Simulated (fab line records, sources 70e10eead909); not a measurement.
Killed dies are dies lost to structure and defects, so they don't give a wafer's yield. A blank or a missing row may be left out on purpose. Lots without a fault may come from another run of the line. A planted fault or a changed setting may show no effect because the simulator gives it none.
A struck lot beside a sound one | flow nand_harc | 15 steps out of a route of 1159
Sound: wafers L580.1, L580.2, L580.5. Struck: wafers L583.1, L583.2, L583.4. The cause comes at the end.
At each step with rows: each side's tool, then ch and its chambers, then its first start. Under that, the readings that differ: sound wafers | struck wafers | difference of the means | sigmas: that difference in standard deviations of wafers without a fault.
alike: readings whose means differ by less than 2 such deviations, and words and numbers that are the same on both sides. not compared: withheld readings, readings that some wafer has no value for, bounds like >300 that may hide the same value, and numbers for which the record gives no deviation and whose values overlap.
The two part at a step that has a row with sigmas, a row that says differs or no value, or rows on one side only. Numbers that don't overlap but have no deviation are shown without sigmas and don't part them. A reading that every wafer of one side lacks parts them only if that side has two wafers or more.

first, 1 step without rows for these wafers: NHARC_A_ONON_D1_DEP_03 (target thk 1000 nm).
NHARC_A_ONON_D1_THK_MEAS_05: measures by ellipsometry.
  sound on film_metro-02, day 10 10:53; struck on film_metro-01, day 10 18:46
  alike: thk_nm
then, 1 step without rows for these wafers: NHARC_A_ONON_D1_DEP_06 (target thk 1000 nm).
NHARC_A_ONON_D1_THK_MEAS_08: measures by ellipsometry.
  sound on film_metro-02, day 10 11:27; struck on film_metro-02, day 10 19:20
  reading     | sound          | struck      | difference | sigmas
  thk_nm (nm) | 1019 1021 1020 | 987 986 988 | -33        | -4
then, 1 step without rows for these wafers: NHARC_A_ONON_D1_DEP_09 (target thk 1000 nm).
NHARC_A_ONON_D1_THK_MEAS_11: measures by ellipsometry.
  sound on film_metro-02, day 10 12:02; struck on film_metro-02, day 10 20:05
  alike: thk_nm
then, 1 step without rows for these wafers: NHARC_A_ONON_D1_DEP_12 (target thk 1000 nm).
NHARC_A_ONON_D1_THK_MEAS_14: measures by ellipsometry.
  sound on film_metro-02, day 10 12:37; struck on film_metro-01, day 10 20:39
  alike: thk_nm
then, 2 steps without rows for these wafers: NHARC_A_ONON_D1_ANNEAL_15 (time 3600 s); NHARC_A_ONON_D1_DEP_16 (target thk 1000 nm).
NHARC_A_ONON_D1_THK_MEAS_18: measures by ellipsometry.
  sound on film_metro-01, day 10 19:44; struck on film_metro-01, day 11 05:07
  alike: thk_nm
NHARC_A_ONON_D1_DEP_19: target thk 1000 nm.
  sound on pecvd_onon-03 ch 0, day 10 19:47; struck on pecvd_onon-03 ch 0, day 11 05:11
  alike: nh3_flow_sccm
NHARC_A_ONON_D1_THK_MEAS_21: measures by ellipsometry.
  sound on film_metro-02, day 10 20:18; struck on film_metro-02, day 11 05:41
  reading     | sound       | struck      | difference | sigmas
  thk_nm (nm) | 988 989 988 | 597 599 597 | -391       | -36
then, 1 step without rows for these wafers: NHARC_A_ONON_D1_DEP_22 (target thk 1000 nm).
-- the record jumps here: 11 days lie between the struck wafers' starts before and after (it left off in module A_ONON_D1 and takes up again in module END, whose first step shown is number 1159 of the route) --
NHARC_END_SORT_01:
  the record has rows for the struck wafers here (prober-01 ch 0, day 22 13:47) and none for the sound ones

WHERE THEY PART
First at NHARC_A_ONON_D1_THK_MEAS_08; last, within this record, at NHARC_END_SORT_01.

WHY: what the simulator had put in
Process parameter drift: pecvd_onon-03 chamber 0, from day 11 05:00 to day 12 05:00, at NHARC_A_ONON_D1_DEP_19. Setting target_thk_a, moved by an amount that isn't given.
